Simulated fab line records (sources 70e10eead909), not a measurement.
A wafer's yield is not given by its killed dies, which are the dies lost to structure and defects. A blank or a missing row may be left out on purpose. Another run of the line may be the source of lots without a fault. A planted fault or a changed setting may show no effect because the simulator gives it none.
fab line records    flow nand-harc
record: lots: 5  wafers: 15  last-day: 25
route steps=1159 shown A_M1@1029 END@1159
lots that met no fault: from a run of the same line without faults
start-h: hours from the record's first day to the start of the lot's first wafer shown    wait-h: time in hours since the lot's previous step    " identical to the entry in the row above    L1.1+2: one row covering several wafers at once    - no value, or no start given    * or withheld: withheld    < > ~ a bound
route shown NAME@n: NAME is a module with steps in the file, n the number in the route of the first one    usual: the fault-free wafers' mean and standard deviation    same: alike in all rows    chamber/n: place in a boat    sites: each site's reading    _std_site: the values' standard deviation    _edge_site: mean of outer sites minus mean of inner sites    radius-mm: how far each site lies from the wafer's centre    mask NAME#n: copy n    behind: the most recent tool/chamber to have shaped the wafer    hold: why the lot went on hold/how many hours it stayed there/how the hold came to an end    device: the transistor (n, p or np) that didn't switch    end of line: tests of these same wafers at the route's end    step lacking rows: just its recipe    killed: not the wafer's yield, but the dies lost to structure and defects at the first sort    map: a wafer's dies, marking killed ones x, the rest . and places with no die _
set.NAME: the setting the step ran with; set.NAME@STEP: the setting that earlier step ran with    model.NAME: the simulator's own value behind a step, which no gauge read
a table for each step, a row for each wafer; lots at some steps of the route
services: a tool's chamber out of use, with start hour (start-h, from the record's first day; less than 0 if before it), hours out, and reason
== steps ==
step: NHARC_A_M1_COAT_34
recipe: temp-c: 200  time-s: 65
step: NHARC_A_M1_COAT_03
recipe: spin-rpm: 1500  resist-thk-nm: 90
step: NHARC_A_M1_SOFTBAKE_04
recipe: temp-c: 105  time-s: 55
step: NHARC_A_M1_EBR_05
step: NHARC_A_M1_EXPOSE_06
recipe: na: 1.35  target-cd-nm: 120  dose-mj: 75.13  mask-id: A_M1
step: NHARC_A_M1_PEB_07
recipe: peb-temp-c: 100  peb-time-s: 65
step: NHARC_A_M1_DEVELOP_08
recipe: develop-time-s: 35  dev-temp-c: 23
step: NHARC_A_M1_CD_MEAS_09
recipe: target-cd-nm: 120  landing-energy-ev: 500
usual: cd-nm: 119.7/0.67
lot.wafer  tool       chamber  start-h  wait-h  cd-nm
L369.3     cd-sem-02  0        418.55   -       119.0
L369.4     "          0        "        "       118.9
L369.6     "          0        "        "       118.4
L372.3     cd-sem-03  0        448.93   -       120.1
L372.5     "          0        "        "       119.8
L372.6     "          0        "        "       119.6
L378.1     cd-sem-01  0        469.71   -       120.8
L378.3     "          0        "        "       119.8
L378.6     "          0        "        "       120.7
L379.2     cd-sem-03  0        492.93   -       121.0
L379.5     "          0        "        "       120.0
L379.6     "          0        "        "       120.3
L386.2     cd-sem-03  0        545.74   -       121.1
L386.4     "          0        "        "       120.9
L386.6     "          0        "        "       120.8
step: NHARC_A_M1_OVL_MEAS_10
recipe: pitch-nm: 240
usual: overlay-x-nm: -0.2/1  overlay-y-nm: 0.1/0.66
lot.wafer  tool        chamber  start-h  wait-h  overlay-x-nm  overlay-y-nm
L369.3     overlay-02  -        418.63   -       0.7           -0.1
L369.4     "           -        "        "       -0.1          -0.4
L369.6     "           -        "        "       0.1           -0.6
L372.3     overlay-01  -        449.01   -       0.3           0.0
L372.5     "           -        "        "       1.0           -0.2
L372.6     "           -        "        "       0.6           -0.4
L378.1     overlay-02  -        469.80   -       0.0           0.8
L378.3     "           -        "        "       -0.3          0.2
L378.6     "           -        "        "       -0.4          0.0
L379.2     overlay-01  -        493.03   -       -0.7          -0.3
L379.5     "           -        "        "       -1.5          -0.7
L379.6     "           -        "        "       -1.5          -0.9
L386.2     overlay-01  -        545.83   -       -0.1          -0.5
L386.4     "           -        "        "       -0.3          0.2
L386.6     "           -        "        "       -0.2          -0.3
step: NHARC_A_M1_INSPECT_11
usual: raw-defect-count: 31/14
lot.wafer  tool               chamber  start-h  wait-h  raw-defect-count
L369.3     defect-inspect-02  -        418.67   0.0     25
L369.4     "                  -        "        "       25
L369.6     "                  -        "        "       29
L372.3     defect-inspect-02  -        449.05   0.0     17
L372.5     "                  -        "        "       18
L372.6     "                  -        "        "       21
L378.1     defect-inspect-01  -        469.83   0.0     23
L378.3     "                  -        "        "       24
L378.6     "                  -        "        "       29
L379.2     defect-inspect-01  -        493.06   0.0     26
L379.5     "                  -        "        "       29
L379.6     "                  -        "        "       29
L386.2     defect-inspect-02  -        545.86   0.0     49
L386.4     "                  -        "        "       43
L386.6     "                  -        "        "       44
step: NHARC_A_M1_DESCUM_14
recipe: time-s: 3  o2-flow-sccm: 200  ar-flow-sccm: 0  bias-power-w: 0  chemistry: O2
usual: drypump-motor-current-A: 6.0/0.48  oes-product-au: 0.997/0.0092  rf-vpp-V: 57.9/0.87  showerhead-plenum-p-Torr: 1.92/0.084  throttle-valve-pct: 11.311/0.0092
lot.wafer  tool         chamber  start-h  wait-h  drypump-motor-current-A  oes-product-au  rf-hours-counter-h  rf-vpp-V  showerhead-plenum-p-Torr  throttle-valve-pct
L369.3     rie-diel-11  2        418.74   0.1     5.9                      0.992           1                   58.0      1.83                      11.316
L369.4     "            3        "        "       6.3                      1.006           1                   57.4      1.83                      11.307
L369.6     "            0        "        "       6.6                      0.990           -                   59.6      2.00                      11.302
L372.3     rie-diel-11  0        449.11   0.1     6.6                      0.994           2                   56.6      2.00                      11.301
L372.5     "            0        "        "       6.6                      1.005           -                   58.7      2.00                      11.323
L372.6     "            1        "        "       6.0                      1.006           -                   59.3      1.87                      11.314
L378.3     rie-diel-08  0        469.90   0.1     6.1                      0.984           11                  57.5      1.97                      11.313
L378.1     "            3        "        "       6.3                      1.008           12                  58.3      2.03                      11.312
L378.6     "            1        "        "       6.3                      0.990           -                   57.1      2.03                      11.305
L379.2     rie-diel-03  3        493.13   0.1     4.8                      1.011           8                   58.8      1.85                      11.307
L379.5     "            2        "        "       5.4                      1.006           -                   58.8      1.77                      11.318
L379.6     "            3        "        "       4.8                      1.003           -                   57.2      1.85                      11.312
L386.4     rie-diel-03  3        545.93   0.1     4.8                      1.005           12                  58.1      1.85                      11.304
L386.2     "            0        "        "       5.2                      0.988           12                  57.9      1.90                      11.314
L386.6     "            3        "        "       4.8                      0.995           -                   57.2      1.85                      11.308
step: NHARC_A_M1_ETCH_35
recipe: target-depth-a: 400  overetch-a: 120  time-s: 43.94  ion-energy-ev: 200  n2-flow-sccm: 150  h2-flow-sccm: 150  ar-flow-sccm: 0  rf-w: 400  bias-w: 150  chemistry: N2/H2
usual: drypump-motor-current-A: 6.0/0.47  oes-product-au: 0.996/0.01  rf-vpp-V: 430.6/2.7  showerhead-plenum-p-Torr: 2.04/0.092  throttle-valve-pct: 14.171/0.0096
lot.wafer  tool         chamber  start-h  wait-h  drypump-motor-current-A  oes-product-au  rf-hours-counter-h  rf-vpp-V  showerhead-plenum-p-Torr  throttle-valve-pct
L369.3     rie-diel-11  0        418.81   0.1     6.6                      0.992           1                   433.1     2.14                      14.167
L369.4     "            2        "        "       5.9                      0.989           1                   426.4     1.95                      14.191
L369.6     "            0        "        "       6.6                      0.984           -                   432.9     2.14                      14.169
L372.3     rie-diel-11  1        449.21   0.1     6.0                      1.009           2                   430.4     2.00                      14.178
L372.6     "            2        "        "       5.9                      0.989           -                   427.4     1.95                      14.186
L372.5     "            3        "        "       6.3                      1.018           -                   428.4     1.95                      14.158
L378.1     rie-diel-08  3        469.99   0.1     6.3                      1.009           12                  434.7     2.16                      14.183
L378.3     "            2        "        "       6.3                      0.975           12                  430.6     2.05                      14.169
L378.6     "            3        "        "       6.3                      1.005           -                   434.2     2.16                      14.171
L379.2     rie-diel-03  0        493.23   0.1     5.2                      0.978           8                   430.7     2.03                      14.173
L379.6     "            1        "        "       5.9                      0.990           -                   432.4     2.15                      14.182
L379.5     "            2        "        "       5.4                      0.990           -                   426.9     1.88                      14.190
L386.4     rie-diel-03  1        546.01   0.1     5.9                      0.998           12                  433.7     2.14                      14.163
L386.2     "            2        "        "       5.4                      0.990           12                  426.0     1.88                      14.163
L386.6     "            1        "        "       5.8                      0.991           -                   434.3     2.14                      14.179
step: NHARC_A_M1_ETCH_15
recipe: target-depth-a: 1825  time-s: 91.2  c4f8-flow-sccm: withheld  ar-flow-sccm: 400  rf-w: 600  bias-w: 300  chemistry: C4F8/Ar
usual: oes-product-au: 0.948/0.025  rf-vpp-V: 440.8/2.8
lot.wafer  tool         chamber  start-h  wait-h  oes-product-au  rf-hours-counter-h  rf-vpp-V
L369.3     rie-diel-11  1        418.90   -       0.944           1                   440.3
L369.4     "            2        "        "       0.979           1                   437.2
L369.6     "            2        "        "       0.975           -                   436.6
L372.3     rie-diel-11  3        449.31   -       0.935           2                   438.8
L372.5     "            0        "        "       0.843           -                   444.0
L372.6     "            1        "        "       0.923           -                   438.6
L378.3     rie-diel-08  0        470.08   -       0.958           11                  442.1
L378.1     "            2        "        "       0.958           12                  440.7
L378.6     "            0        "        "       0.947           -                   442.7
L379.2     rie-diel-03  1        493.32   -       0.976           7                   444.4
L379.6     "            2        "        "       0.963           -                   437.1
L379.5     "            3        "        "       0.972           -                   439.2
L386.4     rie-diel-03  2        546.09   -       0.966           12                  437.0
L386.2     "            0        "        "       0.956           12                  440.4
L386.6     "            3        "        "       0.962           -                   438.9
step: NHARC_A_M1_CD_MEAS_16
usual: cd-nm: 119.8/0.9
lot.wafer  tool       chamber  start-h  wait-h  cd-nm
L369.3     cd-sem-03  -        419.05   -       119.3
L369.4     "          -        "        "       119.7
L369.6     "          -        "        "       118.6
L372.3     cd-sem-01  -        449.42   -       119.8
L372.5     "          -        "        "       119.0
L372.6     "          -        "        "       119.5
L378.1     cd-sem-01  -        470.21   -       121.2
L378.3     "          -        "        "       119.6
L378.6     "          -        "        "       120.9
L379.2     cd-sem-03  -        493.43   -       120.3
L379.5     "          -        "        "       120.3
L379.6     "          -        "        "       120.2
L386.2     cd-sem-02  -        546.23   -       120.9
L386.4     "          -        "        "       122.0
L386.6     "          -        "        "       121.9
step: NHARC_END_SORT_01
recipe: temp-c: 25
usual: defect-limited-yield: 95.4/1.8  killed-at-array: 27/11  killed-at-other: 0.7/1.1  killed-at-periphery: 3.4/2.1  killed-dies: 31/12  killed-open: 3.6/2  killed-short: 2.0/1.3  sort_bin_2_pct: 1.5/0.71  sort_bin_3_pct: 0.25/0.22  sort_bin_4_pct: 2.9/1.2  sort-n-pass: 646/12  sort-rim-yield-pct: 95.0/2.5  sort-yield-pct: 95.4/1.8
same: gross-dies: 677  sort_bin_5_pct[%]: 0  sort_bin_6_pct[%]: 0  sort_bin_7_pct[%]: 0  sort_bin_8_pct[%]: 0  sort-rim-n-gross: 106.00
lot.wafer  tool       chamber  start-h  wait-h  hold                      defect-limited-yield[%]  killed-at-array  killed-at-other  killed-at-periphery  killed-dies  killed-open  killed-short  sort_bin_2_pct[%]  sort_bin_3_pct[%]  sort_bin_4_pct[%]  sort-n-pass  sort-rim-yield-pct[%]  sort-yield-pct[%]
L369.3     prober-01  0        460.12   3.1     -                         96.5                     23               0                1                    24           4            0             1.8                0.15               1.6                653          98.1                   96.5
L369.4     prober-01  0        460.92   3.4     -                         96.2                     21               0                5                    26           2            0             0.9                0.44               2.5                651          98.1                   96.2
L369.6     prober-01  0        462.54   4.0     -                         95.9                     24               2                2                    28           1            2             1.8                0.15               2.2                649          99.1                   95.9
L372.3     prober-01  0        487.57   3.1     await-dispo/5.3h/release  96.8                     18               0                4                    22           3            1             1.3                0                  1.9                655          96.2                   96.8
L372.5     prober-01  0        489.17   3.7     await-dispo/5.3h/release  5.9                      634              0                3                    637          3            3             92.0               0.15               1.9                40           15.1                   5.9
L372.6     prober-01  0        489.98   4.0     await-dispo/5.3h/release  96.5                     21               1                2                    24           2            4             1.6                0.15               1.8                653          93.4                   96.5
L378.1     prober-02  0        506.09   2.5     -                         96.6                     23               0                0                    23           2            2             1.2                0.30               1.9                654          97.2                   96.6
L378.3     prober-02  0        507.66   3.0     -                         96.5                     20               1                3                    24           6            3             1.6                0.15               1.8                653          94.3                   96.5
L378.6     prober-02  0        510.01   3.9     -                         96.9                     19               0                2                    21           2            1             1.2                0.15               1.8                656          97.2                   96.9
L379.2     prober-01  0        533.42   2.8     -                         96.5                     18               3                3                    24           2            1             1.5                0.30               1.8                653          95.3                   96.5
L379.5     prober-01  0        535.82   3.7     -                         95.0                     26               1                7                    34           4            2             2.4                0.15               2.5                643          90.6                   95.0
L379.6     prober-01  0        536.63   4.0     -                         96.8                     19               1                2                    22           4            1             0.9                0.15               2.2                655          92.5                   96.8
L386.2     prober-01  0        589.10   2.8     -                         93.6                     39               3                1                    43           2            2             1.6                0.44               4.3                634          93.4                   93.6
L386.4     prober-01  0        590.71   3.4     -                         93.2                     35               5                6                    46           6            2             1.0                0.44               5.3                631          92.5                   93.2
L386.6     prober-01  0        592.32   4.0     -                         94.5                     33               1                3                    37           5            3             1.2                0.44               3.8                640          87.7                   94.5
killed by level:class
L369.3 A_CHANNEL_HOLE_D1:chamber-film-flake=12 A_STAIRCASE:chamber-film-flake=6 A_CONTACT:geometric-particle:open=2 A_CHANNEL_FILL_D1:geometric-particle:open=1 A_WL_FILL:geometric-particle:open=1 P_ZERO_WELL:chamber-film-flake=1 A_CONTACT:chamber-film-flake=1
L369.4 A_CHANNEL_HOLE_D1:chamber-film-flake=16 P_ZERO_WELL:chamber-film-flake=2 A_STAIRCASE:chamber-film-flake=2 A_CONTACT:chamber-film-flake=2 P_CONTACT:geometric-particle:open=1 A_WL_FILL:geometric-particle:open=1 P_STI:chamber-film-flake=1 P_GATE:chamber-film-flake=1
L369.6 A_CHANNEL_HOLE_D1:chamber-film-flake=20 A_STAIRCASE:chamber-film-flake=2 THIN_TSV:chamber-film-flake=2 P_M0:geometric-particle:open=1 A_ONON_D1:geometric-particle:short=1 A_WL_FILL:geometric-particle:short=1 P_M2:chamber-film-flake=1
L372.3 A_CHANNEL_HOLE_D1:chamber-film-flake=5 A_STAIRCASE:chamber-film-flake=4 A_SLIT:chamber-film-flake=3 P_ZERO_WELL:chamber-film-flake=2 P_CONTACT:geometric-particle:open=1 A_SOURCE_PLATE:geometric-particle:open=1 A_WL_FILL:geometric-particle:short=1 A_WL_FILL:geometric-particle:open=1
L372.5 A_M1:area-etch=616 A_SLIT:chamber-film-flake=4 A_CONTACT:chamber-film-flake=4 A_CONTACT:geometric-particle:short=2 A_CONTACT:geometric-particle:open=2 P_GATE:chamber-film-flake=2 A_CHANNEL_FILL_D1:chamber-film-flake=2 A_CHANNEL_FILL_D1:geometric-particle:short=1
L372.6 A_SLIT:chamber-film-flake=9 A_M0:geometric-particle:short=2 A_CHANNEL_HOLE_D1:chamber-film-flake=2 A_STAIRCASE:chamber-film-flake=2 A_CONTACT:chamber-film-flake=2 A_CHANNEL_FILL_D1:geometric-particle:short=1 A_CONTACT:geometric-particle:open=1 A_CONTACT:geometric-particle:short=1
L378.1 A_SLIT:chamber-film-flake=13 A_CHANNEL_HOLE_D1:chamber-film-flake=3 A_CONTACT:chamber-film-flake=2 A_ONON_D1:geometric-particle:short=1 A_CHANNEL_FILL_D1:geometric-particle:short=1 A_CHANNEL_FILL_D1:geometric-particle:open=1 A_WL_FILL:geometric-particle:open=1 A_STAIRCASE:chamber-film-flake=1
L378.3 A_SLIT:chamber-film-flake=7 A_CHANNEL_HOLE_D1:chamber-film-flake=3 A_SOURCE_PLATE:geometric-particle:open=2 A_CHANNEL_FILL_D1:geometric-particle:open=2 P_CONTACT:geometric-particle:short=1 P_M0:geometric-particle:open=1 A_SOURCE_PLATE:geometric-particle:short=1 A_WL_FILL:geometric-particle:open=1
L378.6 A_CONTACT:chamber-film-flake=6 A_CHANNEL_HOLE_D1:chamber-film-flake=3 A_SLIT:chamber-film-flake=3 A_STAIRCASE:chamber-film-flake=3 A_WL_FILL:chamber-film-flake=2 P_M0:geometric-particle:open=1 P_M1:geometric-particle:short=1 A_BLC:geometric-particle:open=1
L379.2 A_SLIT:chamber-film-flake=7 A_CHANNEL_HOLE_D1:chamber-film-flake=6 A_CONTACT:chamber-film-flake=3 THIN_TSV:chamber-film-flake=3 P_CONTACT:geometric-particle:short=1 P_M0:geometric-particle:open=1 A_M0:geometric-particle:open=1 P_GATE:chamber-film-flake=1
L379.5 A_SLIT:chamber-film-flake=11 A_CHANNEL_HOLE_D1:chamber-film-flake=7 P_STI:chamber-film-flake=2 P_GATE:chamber-film-flake=2 A_STAIRCASE:chamber-film-flake=2 A_CONTACT:chamber-film-flake=2 P_GATE:geometric-particle:open=1 P_CONTACT:geometric-particle:open=1
L379.6 A_SLIT:chamber-film-flake=10 A_CHANNEL_HOLE_D1:chamber-film-flake=3 A_WL_FILL:geometric-particle:open=2 P_M1:geometric-particle:open=1 A_CONTACT:geometric-particle:short=1 A_BLC:geometric-particle:open=1 P_STI:chamber-film-flake=1 A_STAIRCASE:chamber-film-flake=1
L386.2 A_SLIT:chamber-film-flake=23 A_CHANNEL_HOLE_D1:chamber-film-flake=6 A_CONTACT:chamber-film-flake=4 THIN_TSV:chamber-film-flake=3 A_WL_FILL:chamber-film-flake=2 P_GATE:geometric-particle:open=1 A_SGD_CUT:geometric-particle:short=1 A_CONTACT:geometric-particle:short=1
L386.4 A_SLIT:chamber-film-flake=22 A_CHANNEL_HOLE_D1:chamber-film-flake=5 A_CONTACT:chamber-film-flake=4 THIN_TSV:chamber-film-flake=4 A_CONTACT:geometric-particle:open=3 P_ZERO_WELL:chamber-film-flake=3 P_CONTACT:geometric-particle:open=2 P_GATE:geometric-particle:open=1
L386.6 A_SLIT:chamber-film-flake=11 A_CHANNEL_HOLE_D1:chamber-film-flake=9 A_STAIRCASE:chamber-film-flake=3 A_CONTACT:chamber-film-flake=3 A_CHANNEL_FILL_D1:geometric-particle:short=2 A_CONTACT:geometric-particle:open=2 P_ZERO_WELL:chamber-film-flake=2 P_STI:geometric-particle:open=1
map L372.5 (x killed, . not)
____________x____________
_________xxxxxxx_________
_______x.xxxxxxxxx_______
______.xxx..xxxxxxx______
_____x.x...xxxxxxxxx_____
____xx.xxxxxxxxxxxxxx____
____xxxxxxxxxxxxxxxxx____
___.xxxxxxxxxxxxxxxxxx___
___..xxxxxxxxxxxxxxxxx___
__xxxx.xxxxxxxxxxxxxxxx__
__xxxxxxxxxxxxxxxxxxxxx__
_xxxxxxxxxxxxxxxxxxxxxxx_
_.xx.xxxxxxxxxxxxxx.xxxx_
_x.xxxxxxxxxxxxxxxxxxxxx_
_xxxxxxxxxxxxxxxxxxxxxxx_
_xxxxxxxxxxxxxxxxxxxxxxx_
..xxxxxxxxxxxxxxxxxxxxxxx
xxxxxxxxxxxxxxxxxxxxxxxxx
xx.xxxxxxxxxxxxxxxxxxxxxx
xxxxxxxxxxxxxxxxxxxxxxxxx
xxxx.xxxxxx.xxxxxxxxxxxxx
_xxxxxxxxxxxxxxxxxxxxxxx_
_xxxxxxxxxxxxxxxxxxxxxxx_
_xxxxxxxxxxxxxxxxxxxxxxx_
_xxxxxxxxxxxxxxxxxxxxxxx_
_x.xxxxxx.xxxxxxxxxxxxxx_
__xxxxxxxxxxxxxxxxxxxxx__
__.xxx.xxxxxxxxxxxxxxxx__
___xx.xxxxxxxxxxxxxxx.___
___xxx...xxxxxxxxxxxxx___
____xxxxxxxxxxx.x.xx.____
____..xxxxxxxxxxxxxxx____
_____.xxxxxxx.xxxxx._____
______xxxxxxxxxxxxx______
_______.xxxxxxxxxx_______
_________xxxxxxx_________
____________x____________
map L369.6 (x killed, . not)
____________.____________
_________......._________
_______..........._______
______.............______
_____............x.._____
____.x...............____
____.................____
___.................x.___
___.........x.........___
__.....................__
__.x...................__
_......................._
_......................._
_......................._
_......................._
_......................._
.........................
.........................
.........................
.........................
.........................
_......................._
_....x.x................_
_.....x................._
_....xx..x.............._
_....xx................._
__...xxxxx.............__
__.x..x..x.............__
___..xxx..............___
___..x..x.............___
____.x.x.............____
____.................____
_____..............._____
______.............______
_______..........._______
_________......._________
____________.____________
== services ==
tool         chamber  start-h  hours  kind
rie-diel-11  0        400.00   -      clean
rie-diel-11  1        400.00   -      clean
rie-diel-11  2        400.00   -      clean
rie-diel-11  3        400.00   -      clean
rie-diel-03  0        401.70   -      clean
rie-diel-03  1        401.70   -      clean
rie-diel-03  2        401.70   -      clean
rie-diel-03  3        401.70   -      clean
rie-diel-11  1        406.67   7.5    repair
rie-diel-08  1        411.36   9.2    repair
rie-diel-08  0        418.44   11.9   repair
rie-diel-11  0        424.50   -      clean
rie-diel-11  1        424.50   -      clean
rie-diel-11  2        424.50   -      clean
rie-diel-11  3        424.50   -      clean
rie-diel-03  0        426.20   -      clean
rie-diel-03  1        426.20   -      clean
rie-diel-03  -        433.20   1.1    repair
rie-diel-03  3        455.16   4.6    repair
rie-diel-03  2        472.52   9.0    repair
rie-diel-08  -        478.80   9.0    pm
rie-diel-08  -        494.88   1.0    repair
rie-diel-08  2        503.65   23.0   repair
rie-diel-11  -        543.53   9.0    pm
== key ==
first-sign: step: NHARC_A_M1_ETCH_15  reading: oes-product-au  direction: down  sigmas: 4.2  usual: 0.948  struck: 0.843
effect: step: NHARC_END_SORT_01  reading: sort_bin_2_pct  direction: up  sigmas: 99+  usual: 1.5  struck: 92.0
more-kills-born-at: NHARC_A_M1_ETCH_15@rie-diel-11: 616
met-at NHARC_A_M1_ETCH_15
struck-wafers L372.5
later-rows-left-out L372.5
fault: kind: process-parameter-drift  tool: rie-diel-11  chamber: 0  onset-h: 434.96  steps: NHARC_A_M1_ETCH_15  channel: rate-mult  offset: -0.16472  shape: step  end-h: 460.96
later-rows-left-out: the simulator's readings of these wafers behind a module that went badly wrong aren't trusted and aren't shown, but for the sort
